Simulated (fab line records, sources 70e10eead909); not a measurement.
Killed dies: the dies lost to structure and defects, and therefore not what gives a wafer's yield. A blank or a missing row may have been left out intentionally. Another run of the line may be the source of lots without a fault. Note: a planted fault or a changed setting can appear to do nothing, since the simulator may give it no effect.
Code-filled problem report in 8D (eight disciplines) form -- flow nandHarc -- the parts of the form that need people (team, actions taken, sign-off) are left out

1. WHAT WENT WRONG
At NHARC_A_STAIRCASE_DEP_301, rfFwdPowerW averages 207.7 W over 6 wafers from 2 lots, while fault-free wafers read 348.6 W, standard deviation 1.1. So: -99 or more standard deviations from the usual mean.
The step: deposits SiON, target thk 30 nm.
Earliest sighting: wafer L601.1 on pecvd-03 at day 25 16:31. The record holds 39 wafers of 13 lots with a number at this step. Rule for "out" (also "out of limits"): further than 4 standard deviations from the usual mean. Any other wafer with a number is counted as sound.

2. WHAT IT IS, AND WHAT IT ISN'T
question,is,is not
which readings at this step,"rfFwdPowerW, showerheadVppV",heaterPowerW
which lots,"L601, L604","L583, L584, L586, L587, L588, L589, L590, L591, L594, L595, L596"
which wafers of those lots,all that have a number,-
read on which tools,pecvd-03,"pecvd-02, pecvd-04"
when,from day 25 16:31,up to then (33 sound wafers)

3. WHAT RULES OUT EACH SUSPECT
Counting: a tool at a process step up to the reading stays a suspect if it ran every lot that is out and no sound lot after the first of them.
- aclDep-02 at NHARC_A_STAIRCASE_HM_DEP_459 (deposits aC, target thk 1500 nm): kept. All lots that are out passed through it, beginning with L601 at day 25 05:06, and no sound lot followed; its final sound lot before that point was L595 at day 22 04:08.
- rieDiel-13 at NHARC_A_STAIRCASE_HM_OPEN_460 (chemistry O2/COS): kept. All lots that are out passed through it, beginning with L601 at day 25 16:31, and no sound lot followed; its final sound lot before that point was L595 at day 22 15:05. With no start given for some of its lots, NHARC_A_STAIRCASE_HM_OPEN_460 uses the hours and lot order of NHARC_A_STAIRCASE_DEP_301.
- rieDiel-13 at NHARC_A_STAIRCASE_ETCH_294 (etches the open film in C4F8/O2/Ar, target depth 4989 nm, time 1211.6 s): kept. All lots that are out passed through it, beginning with L601 at day 25 16:31, and no sound lot followed; its final sound lot before that point was L595 at day 22 15:05. With no start given for some of its lots, NHARC_A_STAIRCASE_ETCH_294 uses the hours and lot order of NHARC_A_STAIRCASE_DEP_301.
- pecvd-03 at NHARC_A_STAIRCASE_DEP_301 (deposits SiON, target thk 30 nm): kept. All lots that are out passed through it, beginning with L601 at day 25 16:31, and no sound lot followed; its final sound lot before that point was L587 at day 19 12:15. Out on those wafers are its own readings of rfFwdPowerW, showerheadVppV.
Left after counting: aclDep-02 at NHARC_A_STAIRCASE_HM_DEP_459, rieDiel-13 at NHARC_A_STAIRCASE_HM_OPEN_460, rieDiel-13 at NHARC_A_STAIRCASE_ETCH_294, pecvd-03 at NHARC_A_STAIRCASE_DEP_301.

4. THE CAUSE (what the simulator had put in)
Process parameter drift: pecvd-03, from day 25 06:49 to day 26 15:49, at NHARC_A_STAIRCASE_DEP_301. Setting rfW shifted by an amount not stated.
Counting left 4 suspects, and this tool is among them.

5. SEQUENCE OF EFFECTS, ordered by route
Each row: a reading whose mean over the struck wafers that have a number lies more than 3 standard deviations from the usual. Only readings whose record carries a usual standard deviation are examined. hours: median over the lots of the time between each lot's start at the first step of this table that gives one and its start at this step. sigmas: the change, counted in usual standard deviations.
hours,step,reading,usual,on struck wafers,change,sigmas
0,NHARC_A_STAIRCASE_DEP_301,rfFwdPowerW,348.6 W,207.7,-140.9,-99 or more
0,NHARC_A_STAIRCASE_DEP_301,showerheadVppV,1114 V,829,-285,-5.5
Its process steps:
- NHARC_A_STAIRCASE_DEP_301: deposits SiON, target thk 30 nm.

6. WHAT WOULD HAVE CAUGHT IT SOONER
In this record no reading fell out of limits until day 25 16:31, 10 hours after the fault had begun at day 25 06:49.
